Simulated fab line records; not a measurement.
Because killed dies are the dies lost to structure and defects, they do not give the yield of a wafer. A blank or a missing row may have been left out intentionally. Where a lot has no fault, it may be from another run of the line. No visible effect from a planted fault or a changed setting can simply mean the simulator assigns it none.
Struck lot and sound lot, side by side -- flow n5 finfet -- 23 out of 1938 route steps
Sound: the wafers L391.2, L391.4, L391.6. Wafers struck: L396.1, L396.4, L396.5. The cause is named last.
For every step that has rows: the tool of each side, followed by ch and its chambers, followed by its first start. Under that, the readings that differ: sound wafers -- struck wafers -- difference of the means -- sigmas: that difference in standard deviations of wafers without a fault.
alike: readings whose means differ by less than 2 such deviations, and words and numbers that are the same on both sides. not compared: withheld readings, readings that some wafer has no value for, bounds like >300 that may hide the same value, and numbers for which the record gives no deviation and whose values overlap.
The two part at a step that has a row with sigmas, a row that says differs or no value, or rows on one side only. Numbers that don't overlap but have no deviation are shown without sigmas and don't part them. A reading missing from all wafers of one side parts the sides only when that side holds two or more wafers.

N5_BEOL_M4_RC_MEAS_101:
  sound on prober-01 ch 0, day 9 07:13; struck on prober-02 ch 0, day 10 09:26
reading,sound,struck,difference,sigmas
IOFF_P (nA/um),0.18 0.18 0.17,0.27 0.23 0.34,+0.10,+3
ION_P (uA/um),453 453 452,470 466 475,+18,+2
VT_P (mV),-256 -256 -254,-245 -250 -241,+10,+3
  alike: DIBL_N, DIBL_P, IOFF_N, ION_N, SS_N, SS_P, VT_N
then, 1 step without rows for these wafers: N5_BEOL_M5_ILD_DEP_00 (deposits SiCOH lowk from DEMS/porogen, target thk 140.64 nm, time 25.9 s).
N5_BEOL_M5_CURE_79: cures SiCOH lowk, time 240 s.
  sound on uv cure-03 ch 0, day 9 08:10; struck on uv cure-03 ch 0, day 10 10:29
  alike: lamp power pct, wafer_temp_C_max
N5_BEOL_M5_THK_MEAS_01:
  struck on film metro-02, day 10 10:59; sound on film metro-01, day 9 08:36
  alike: M5_ILD_THK
N5_BEOL_M5_PECVD_70: deposits SiO2 from TEOS/O2, target thk 16 nm, time 18 s.
  sound on pecvd-04 ch 0,2, day 9 08:38; struck on pecvd-02 ch 0,1,2, day 10 11:02
  alike: heater power outer w, heater power w, showerhead plenum p Torr, throttle valve pct
N5_BEOL_M5_HM_DEP_02: deposits TiN, target thk 20 nm.
  struck on pvd sputter-03, day 10 11:37; sound on pvd sputter-01, day 9 11:31
  alike: throttle valve pct
then, 6 steps without rows for these wafers: N5_BEOL_M5_COAT_59 (time 60 s, resist thk 60 nm); N5_BEOL_M5_COAT_60 (time 60 s, resist thk 12 nm); N5_BEOL_M5_COAT_71 (time 60 s, resist thk 5 nm); N5_BEOL_M5_COAT_05 (resist thk 30 nm); N5_BEOL_M5_EBR_07; N5_BEOL_M5_SOFTBAKE_06 (time 60 s).
N5_BEOL_M5_EXPOSE_08: exposes mask M5, target cd 28 nm.
  sound on euv scanner-01 ch 0, day 9 11:55; struck on euv scanner-01 ch 0, day 10 12:00
  alike: mask
then, 2 steps without rows for these wafers: N5_BEOL_M5_PEB_09 (peb time 60 s); N5_BEOL_M5_DEVELOP_10 (develop time 30 s).
N5_BEOL_M5_CD_MEAS_11 targets a cd of 27.74 nm.
  sound on cd sem-03 ch 0, day 9 12:02; struck on cd sem-02 ch 0, day 10 12:08
  alike: cd nm
N5_BEOL_M5_OVL_MEAS_12:
  sound on overlay-01 ch 0, day 9 12:04; struck on overlay-01 ch 0, day 10 12:10
  alike: M5_OVL
N5_BEOL_M5_INSPECT_13: inspects for defects (brightfield).
  struck on defect inspect-02, day 10 12:13; sound on defect inspect-02, day 9 12:07
  alike: raw defect count
N5_BEOL_M5_DESCUM_16: chemistry O2, time 7 s.
  sound on rie diel-04 ch 0,3, day 9 12:44; struck on rie diel-03 ch 2,3, day 10 12:30
reading,sound,struck,difference,sigmas
model.BEOL_M5.cd nm (nm),28 27.8 27.8,27.4 27.2 27.6,-0.5,
  alike: drypump motor current A, oes product au, rf vpp V, showerhead plenum p Torr, throttle valve pct
  not compared: rf hours counter h
N5_BEOL_M5_ETCH_72: etches underlayer in N2/H2, target depth 6.5 nm, time 5.2 s.
  sound on rie diel-04 ch 0,3, day 9 12:46; struck on rie diel-03 ch 2,3, day 10 12:32
  alike: drypump motor current A, etch rf on time s, oes product au, rf vpp V, showerhead plenum p Torr, throttle valve pct
  not compared: rf hours counter h
N5_BEOL_M5_ETCH_61: etches SiARC in CF4, target depth 15.6 nm, time 26 s.
  sound on rie diel-04 ch 0,3, day 9 12:47; struck on rie diel-03 ch 2,3, day 10 12:33
reading,sound,struck,difference,sigmas
model.BEOL_M5.cd nm (nm),28 27.8 27.8,27.4 27.4 27.4,-0.5,
  alike: drypump motor current A, etch rf on time s, oes product au, rf vpp V, showerhead plenum p Torr, throttle valve pct
  not compared: rf hours counter h
N5_BEOL_M5_ETCH_62: etches SOC in N2/H2, target depth 75 nm, overetch 15 nm, time 112.5 s.
  sound on rie diel-04 ch 0,3, day 9 12:49; struck on rie diel-03 ch 2,3, day 10 12:35
  alike: drypump motor current A, oes product au, rf vpp V, showerhead plenum p Torr, throttle valve pct
  not compared: rf hours counter h
N5_PASSIVATION_PROBE_49:
  the record has rows for the sound wafers here (prober-02, day 14 05:26) and none for the struck ones

== WHERE THEY PART ==
Earliest at N5_BEOL_M4_RC_MEAS_101; latest, in this record, at N5_PASSIVATION_PROBE_49.

WHY: what had been put in by the simulator
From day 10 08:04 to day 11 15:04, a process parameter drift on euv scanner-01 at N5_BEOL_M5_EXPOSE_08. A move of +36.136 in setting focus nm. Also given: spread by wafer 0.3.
